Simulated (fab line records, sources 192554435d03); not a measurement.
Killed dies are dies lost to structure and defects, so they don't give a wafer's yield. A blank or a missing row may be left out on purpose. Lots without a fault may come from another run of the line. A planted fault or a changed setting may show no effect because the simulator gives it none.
fab line records | flow n5_finfet
record lots=7 wafers=21
route steps=1938 shown BEOL_M10@1476 BEOL_M11@1560 BEOL_M12@1637
start_h: hours from the record's first day to the start of the lot's first wafer shown | wait_h: hours since the lot's step before | " the same as in the row above | L1.1+2: a row that stands for several wafers | - no value, or no start given | * or withheld: withheld | < > ~ a bound
route shown NAME@n: a module of which the file shows steps, and the number in the route of the first | usual: mean/standard deviation of fault-free wafers | same: alike in all rows | chamber/n: place in a boat | sites: the reading at each site | _std_site: their standard deviation | _edge_site: outer sites' mean less inner sites' | radius_mm: how far each site lies from the wafer's centre | mask NAME#n: copy n | behind: the tool/chamber that last shaped the wafer | hold: why the lot was held/for how many hours/how that ended | device: the transistor (n, p or np) that didn't switch | end of line: the same wafers' tests at the end of the route | a step without rows: its recipe alone | killed: dies lost to structure and defects at the first sort, not the wafer's yield | map: a wafer's dies, x killed, . not, _ none there
set.NAME: the setting as run; set.NAME@STEP: as run at that earlier step | model.NAME: the simulator's own value behind a step, which no gauge read
lots whose settings were changed on purpose; a table a step, a row a wafer
## steps
# step N5_BEOL_M10_COAT_60
# recipe resist=SiARC temp_c=220 time_s=60 spin_rpm=1500 resist_thk_nm=30
# columns lot.wafer tool chamber start_h wait_h set.spin_rpm model.SiARC_of_BEOL_M10_COAT_60.thk_nm
L074.1+4+6 litho_track-05 0 - - 1500 30
L079.1+3 litho_track-01 0 - - 1449 30.6
L079.2 " 0 " " 1500 30
L080.1 litho_track-04 0 - - 1544 29.6
L080.2 " 0 " " 1500 30.2
L080.3 " 0 " " 1500 30
L082.2+5 litho_track-01 0 - - 1427 30.8
L082.3 " 0 " " 1500 30
L085.1+3 litho_track-05 0 - - 1500 30
L085.4 " 0 " " 1368 31.4
L086.1+6 litho_track-01 0 - - 1500 30
L086.5 " 0 " " 1500 29.8
L089.4+6 litho_track-04 0 - - 1500 30
L089.5 " 0 " " 1500 30.2
# step N5_BEOL_M10_COAT_05
# recipe resist=CAR-ArF spin_rpm=1500 resist_thk_nm=90
# step N5_BEOL_M10_EBR_07
# recipe solvent=PGMEA ebr_width_mm=1.5
# step N5_BEOL_M10_DESCUM_16
# recipe chemistry=O2 time_s=7.9 source_power_w=50 bias_power_w=20 pressure_mtorr=20 rf_frequency_hz=2.712e+07 temp_c=40 resist=CAR-ArF o2_flow_sccm=225
# step N5_BEOL_M10_ETCH_61
# recipe chemistry=CF4 target=SiARC target_depth_a=390 mask_material=CAR-ArF time_s=65 ion_energy_ev=80 pressure_mtorr=40 source_w=545 bias_w=36 Ar_flow_sccm=100 cf4_flow_sccm=100 ends=cleared
# columns lot.wafer tool chamber start_h wait_h set.spin_rpm@BEOL_M10_COAT_60 model.etch.depth_nm
L074.1+6 rie_diel-04 1,3 228.12 0.0 1500 30.05
L074.4 " 2 " " 1500 29.96
L079.1+3 rie_diel-04 2,3 267.99 0.0 1449 30.55
L079.2 " 0 " " 1500 30.03
L080.1 rie_diel-06 0 269.50 0.0 1544 29.64
L080.2 " 2 " " 1500 30.12
L080.3 " 3 " " 1500 30.08
L082.2 rie_diel-06 3 272.55 0.0 1427 30.81
L082.3 " 1 " " 1500 30.09
L082.5 " 3 " " 1427 30.79
L085.1 rie_diel-06 0 291.33 0.0 1500 30.08
L085.3 " 1 " " 1500 30
L085.4 " 3 " " 1368 31.48
L086.1 rie_diel-04 3 301.39 0.0 1500 29.95
L086.5 " 1 " " 1500 29.89
L086.6 " 0 " " 1500 29.92
L089.4 rie_diel-02 2 321.59 0.0 1500 30
L089.5 " 0 " " 1500 30.14
L089.6 " 3 " " 1500 30.09
# step N5_BEOL_M10_ETCH_62
# recipe chemistry=N2/H2 target=SOC target_depth_a=1100 overetch_a=220 mask_material=SiARC temp_c=40 time_s=165 ion_energy_ev=200 pressure_mtorr=30 source_w=840 bias_w=150 n2_flow_sccm=200 h2_flow_sccm=200
# step N5_BEOL_M10_STRIP_68
# recipe chemistry=N2/H2 temp_c=40 n2_flow_sccm=200 h2_flow_sccm=200 rf_frequency_hz=6e+07
# step N5_BEOL_M10_STRIP_67
# recipe chemistry=CF4 resist=SiARC power_w=300 bias_power_w=75 pressure_mtorr=50 cf4_flow_sccm=150 rf_frequency_hz=6e+07
# step N5_BEOL_M10_HM_OPEN_17
# recipe chemistry=Cl2/BCl3 target_depth_a=200 overetch_a=60 target=TiN mask_material=SOC ion_energy_ev=150 pressure_mtorr=10 icp_w=1000 bias_w=126 Cl2_flow_sccm=53.25 bcl3_flow_sccm=21.75 Ar_flow_sccm=25
# columns lot.wafer tool chamber start_h wait_h set.target_thk_a@BEOL_M10_HM_DEP_02 model.etch.depth_nm
L074.1 rie_metal-01 1 228.36 0.0 200 19.86
L074.4 " 1 " " 200 19.85
L074.6 " 0 " " 200 19.91
L079.1 rie_metal-02 1 268.23 0.0 217.3 21.65
L079.2 " 0 " " 200 20.27
L079.3 " 1 " " 217.3 21.91
L080.1 rie_metal-03 0 269.73 0.0 183.2 18.48
L080.2 " 1 " " 200 20.24
L080.3 " 1 " " 200 20.35
L082.2 rie_metal-01 1 272.80 0.0 200 20.31
L082.3 " 0 " " 200 20.16
L082.5 " 1 " " 218.7 21.96
L085.1 rie_metal-01 0 291.56 0.0 200 20.24
L085.3 " 0 " " 200 19.83
L085.4 " 1 " " 200 20.15
L086.1 rie_metal-01 0 301.62 0.0 219.1 21.21
L086.5 " 0 " " 200 19.34
L086.6 " 1 " " 200 19.72
L089.4 rie_metal-03 0 321.86 0.1 200 20.2
L089.5 " 0 " " 200 20.22
L089.6 " 1 " " 200 19.56
# step N5_BEOL_M10_STRIP_19
# recipe chemistry=O2 power_w=400 temp_c=40 pressure_mtorr=30 rf_frequency_hz=6e+07 bias_power_w=0 overash_fraction=0.2 o2_flow_sccm=225
# step N5_BEOL_M10_STRIP_73
# recipe chemistry=C4F6/O2 resist=SiARC rf_frequency_hz=6e+07
# step N5_BEOL_M10_STRIP_36
# recipe chemistry=N2/H2 power_w=450 temp_c=40 pressure_mtorr=20 rf_frequency_hz=6e+07 overash_fraction=0.3 bias_power_w=7 h2_frac=0.5 n2_flow_sccm=200 h2_flow_sccm=200
# step N5_BEOL_M10_TRENCH_ETCH_37
# recipe chemistry=C4F6/O2 target_depth_a=1488.3 target=SiCOH_lowk time_s=48 ion_energy_ev=250 pressure_mtorr=30 source_w=345 bias_w=185 Ar_flow_sccm=300 C4F6_flow_sccm=10 O2_flow_sccm=10
# columns lot.wafer tool chamber start_h wait_h set.target_thk_a@BEOL_M10_HM_DEP_02 model.TiN_of_BEOL_M10_HM_DEP_02.thk_nm
L074.1+4 rie_diel-04 1,3 - - 200 15.6
L074.6 " 0 " " 200 15.8
L080.1 rie_diel-04 3 - - 183.2 14.2
L080.2 " 2 " " 200 16.2
L080.3 " 0 " " 200 16.4
L079.1 rie_diel-02 2 - - 217.3 17.6
L079.2 " 1 " " 200 16.4
L079.3 " 0 " " 217.3 18
L082.2 rie_diel-04 1 - - 200 16.2
L082.3 " 2 " " 200 16
L082.5 " 1 " " 218.7 17.8
L085.1+4 rie_diel-04 1,2 - - 200 16
L085.3 " 0 " " 200 15.8
L086.1 rie_diel-06 3 - - 219.1 17
L086.5 " 1 " " 200 15.4
L086.6 " 2 " " 200 15.6
L089.4 rie_diel-02 1 - - 200 16.2
L089.5 " 0 " " 200 16.4
L089.6 " 3 " " 200 15.4
# step N5_BEOL_M11_COAT_63
# recipe resist=SOC temp_c=250 time_s=60 spin_rpm=1500 resist_thk_nm=100
# columns lot.wafer tool chamber start_h wait_h set.spin_rpm model.SOC_of_BEOL_M11_COAT_63.thk_nm
L074.1 litho_track-03 0 239.34 0.0 1500 100
L074.4 " 0 " " 1500 100.8
L074.6 " 0 " " 1500 100.6
L080.1 litho_track-04 0 276.88 0.0 1662 95.6
L080.2 " 0 " " 1662 95.4
L080.3 " 0 " " 1500 100.4
L079.1 litho_track-03 0 277.38 0.3 1365 105.4
L079.2 " 0 " " 1365 105.6
L079.3 " 0 " " 1500 100.2
L082.2 litho_track-04 0 285.48 3.7 1652 95.2
L082.3+5 " 0 " " 1500 99.8
L085.1 litho_track-03 0 300.41 2.5 1666 94.8
L085.3 " 0 " " 1500 100.4
L085.4 " 0 " " 1500 100
L086.1 litho_track-03 0 308.88 0.2 1590 97.2
L086.5 " 0 " " 1590 97.4
L086.6 " 0 " " 1500 100
L089.4 litho_track-04 0 334.01 3.2 1500 100.2
L089.5 " 0 " " 1668 95
L089.6 " 0 " " 1668 95.2
# step N5_BEOL_M11_PEB_26
# recipe peb_temp_c=withheld peb_time_s=60 resist=CAR-ArF
# columns lot.wafer tool chamber start_h wait_h set.peb_time_s
L074.1+4+6 litho_track-04 0 239.65 0.1 60
L080.1+2+3 litho_track-04 0 277.19 0.1 60
L079.1+2 litho_track-02 0 277.68 0.1 60
L079.3 " 0 " " 71.49
L082.2+3 litho_track-02 0 285.79 0.1 52.38
L082.5 " 0 " " 60
L085.1+3+4 litho_track-04 0 300.71 0.1 60
L086.1 litho_track-03 0 309.06 0.1 66.76
L086.5+6 " 0 " " 60
L089.4+5+6 litho_track-02 0 334.32 0.0 60
# step N5_BEOL_M11_DEVELOP_27
# recipe develop_time_s=30 developer=TMAH resist=CAR-ArF rinse_liquid=diw dry=air_spin dev_temp_c=23
# step N5_BEOL_M11_CD_MEAS_28
# recipe target_cd_nm=70 landing_energy_ev=500 detector=se_inlens polarity=opening
# usual cd_nm=69.6/1.1
# columns lot.wafer tool chamber start_h wait_h set.peb_time_s@BEOL_M11_PEB_26 cd_nm
L074.1 cd_sem-02 0 239.71 - 60 70.3
L074.4 " 0 " " 60 69.8
L074.6 " 0 " " 60 70.0
L080.1 cd_sem-01 0 277.26 - 60 70.7
L080.2 " 0 " " 60 69.3
L080.3 " 0 " " 60 69.5
L079.1 cd_sem-03 0 277.75 - 60 68.4
L079.2 " 0 " " 60 69.8
L079.3 " 0 " " 71.49 74.6
L082.2 cd_sem-03 0 285.86 - 52.38 64.1
L082.3 " 0 " " 52.38 62.6
L082.5 " 0 " " 60 68.2
L085.1 cd_sem-01 0 300.78 - 60 70.1
L085.3 " 0 " " 60 70.4
L085.4 " 0 " " 60 68.7
L086.1 cd_sem-03 0 309.13 - 66.76 73.6
L086.5 " 0 " " 60 69.2
L086.6 " 0 " " 60 69.7
L089.4 cd_sem-03 0 334.39 - 60 70.2
L089.5 " 0 " " 60 69.1
L089.6 " 0 " " 60 69.3
# step N5_BEOL_M11_DESCUM_33
# recipe chemistry=O2 time_s=7.9 source_power_w=50 bias_power_w=20 pressure_mtorr=20 rf_frequency_hz=2.712e+07 temp_c=40 resist=CAR-ArF o2_flow_sccm=225
# step N5_BEOL_M11_ETCH_65
# recipe chemistry=CF4 target=SiARC target_depth_a=390 mask_material=CAR-ArF time_s=65 ion_energy_ev=80 pressure_mtorr=40 source_w=545 bias_w=36 Ar_flow_sccm=100 cf4_flow_sccm=100 ends=cleared
# step N5_BEOL_M11_ETCH_66
# recipe chemistry=N2/H2 target=SOC target_depth_a=1200 overetch_a=240 mask_material=SiARC temp_c=40 time_s=180 ion_energy_ev=200 pressure_mtorr=30 source_w=840 bias_w=150 n2_flow_sccm=200 h2_flow_sccm=200
# columns lot.wafer tool chamber start_h wait_h set.spin_rpm@BEOL_M11_COAT_63 model.etch.depth_nm
L074.1 rie_diel-03 3 239.89 0.0 1500 99.97
L074.4 " 0 " " 1500 100.8
L074.6 " 2 " " 1500 100.5
L080.1 rie_diel-03 1 277.43 0.0 1662 95.5
L080.2 " 0 " " 1662 95.42
L080.3 " 2 " " 1500 100.3
L079.1 rie_diel-05 0 277.92 0.0 1365 105.4
L079.2 " 2 " " 1365 105.7
L079.3 " 3 " " 1500 100.2
L082.2 rie_diel-03 0 286.13 0.0 1652 95.25
L082.3 " 3 " " 1500 99.77
L082.5 " 1 " " 1500 99.84
L085.1 rie_diel-01 1 300.95 0.0 1666 94.81
L085.3 " 0 " " 1500 100.3
L085.4 " 3 " " 1500 100.1
L086.1 rie_diel-05 2 309.31 0.0 1590 97.28
L086.5 " 1 " " 1590 97.33
L086.6 " 2 " " 1500 100
L089.4 rie_diel-01 1 334.56 0.0 1500 100.2
L089.5 " 3 " " 1668 94.92
L089.6 " 0 " " 1668 95.13
# step N5_BEOL_M11_STRIP_69
# recipe chemistry=N2/H2 temp_c=40 n2_flow_sccm=200 h2_flow_sccm=200 rf_frequency_hz=6e+07
# step N5_BEOL_M11_VIA_ETCH_34
# recipe chemistry=C4F6/O2 target=SiCOH_lowk target_depth_a=1845 mask_material=SOC taper_deg=4 time_s=69.2 ion_energy_ev=250 pressure_mtorr=30 source_w=345 bias_w=185 Ar_flow_sccm=300 C4F6_flow_sccm=10 O2_flow_sccm=10
# columns lot.wafer tool chamber start_h wait_h set.spin_rpm@BEOL_M11_COAT_63 model.SOC_of_BEOL_M11_COAT_63.thk_nm
L074.1 rie_diel-03 3 240.01 0.0 1500 92
L074.4 " 0 " " 1500 92.6
L074.6 " 2 " " 1500 92.8
L080.1 rie_diel-03 1 277.56 0.0 1662 87.8
L080.2 " 0 " " 1662 87.6
L080.3 " 2 " " 1500 92.6
L079.1 rie_diel-05 0 278.05 0.0 1365 97.6
L079.2 " 2 " " 1365 97.4
L079.3 " 3 " " 1500 92
L082.2 rie_diel-03 0 286.26 0.0 1652 87.2
L082.3 " 3 " " 1500 91.8
L082.5 " 1 " " 1500 92.2
L085.1 rie_diel-01 1 301.08 0.0 1666 86.8
L085.3+4 " 0,3 " " 1500 92
L086.1 rie_diel-05 2 309.44 0.0 1590 89.2
L086.5 " 1 " " 1590 89.4
L086.6 " 2 " " 1500 92
L089.4 rie_diel-01 1 334.68 0.0 1500 92
L089.5 " 3 " " 1668 86.8
L089.6 " 0 " " 1668 86.6
# step N5_BEOL_M12_ETCH_68
# recipe chemistry=N2/H2 target=SOC mask_material=SiARC source_w=3000 bias_w=350 temp_c=40 time_s=285 ion_energy_ev=200 pressure_mtorr=30 n2_flow_sccm=200 h2_flow_sccm=200
# columns lot.wafer tool chamber start_h wait_h set.time_s model.SiARC_of_BEOL_M12_COAT_66.thk_nm
L074.1+4 rie_diel-02 0,1 247.69 0.1 285 86
L074.6 " 0 " " 285 86.4
L080.1 rie_diel-04 3 284.03 0.1 348.5 79.8
L080.2 " 1 " " 285 85.2
L080.3 " 2 " " 348.5 80.4
L079.1 rie_diel-02 3 285.58 0.1 285 86
L079.2 " 2 " " 319 82.2
L079.3 " 0 " " 319 83.8
L082.2 rie_diel-06 3 292.90 0.1 285 85.4
L082.3 " 1 " " 285 86.2
L082.5 " 3 " " 285 85.8
L085.1 rie_diel-06 2 306.88 0.1 303.2 84.6
L085.3 " 1 " " 285 87.2
L085.4 " 0 " " 303.2 85
L086.1 rie_diel-06 2 314.17 0.1 285 86
L086.5 " 1 " " 264.1 89.2
L086.6 " 0 " " 285 86.8
L089.4 rie_diel-04 3 340.84 0.1 347.5 80.6
L089.5 " 0 " " 285 86
L089.6 " 3 " " 285 85.6
## key
split step=N5_BEOL_M10_COAT_60 setting=spin_rpm stated=1500 by=wafer
response step=N5_BEOL_M10_COAT_60 reading=model.SiARC_of_BEOL_M10_COAT_60.thk_nm change=-0.163 per=1% r=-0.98
response step=N5_BEOL_M10_ETCH_61 reading=model.etch.depth_nm change=-0.159 per=1% r=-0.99
split step=N5_BEOL_M11_COAT_63 setting=spin_rpm stated=1500 by=wafer
response step=N5_BEOL_M11_COAT_63 reading=model.SOC_of_BEOL_M11_COAT_63.thk_nm change=-0.48 per=1% r=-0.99
response step=N5_BEOL_M11_ETCH_66 reading=model.etch.depth_nm change=-0.48 per=1% r=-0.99
response step=N5_BEOL_M11_VIA_ETCH_34 reading=model.SOC_of_BEOL_M11_COAT_63.thk_nm change=-0.486 per=1% r=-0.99
split step=N5_BEOL_M11_PEB_26 setting=peb_time_s stated=60 by=wafer
response step=N5_BEOL_M11_CD_MEAS_28 reading=cd_nm change=+0.325 per=1% r=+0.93
split step=N5_BEOL_M12_ETCH_68 setting=time_s stated=285 by=wafer
response step=N5_BEOL_M12_ETCH_68 reading=model.SiARC_of_BEOL_M12_COAT_66.thk_nm change=-0.247 per=1% r=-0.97
split outside_this_file step=N5_BEOL_M10_HM_DEP_02 setting=target_thk_a
# split outside_this_file: this setting was split too, and the file shows its column; the key of that split is in another file
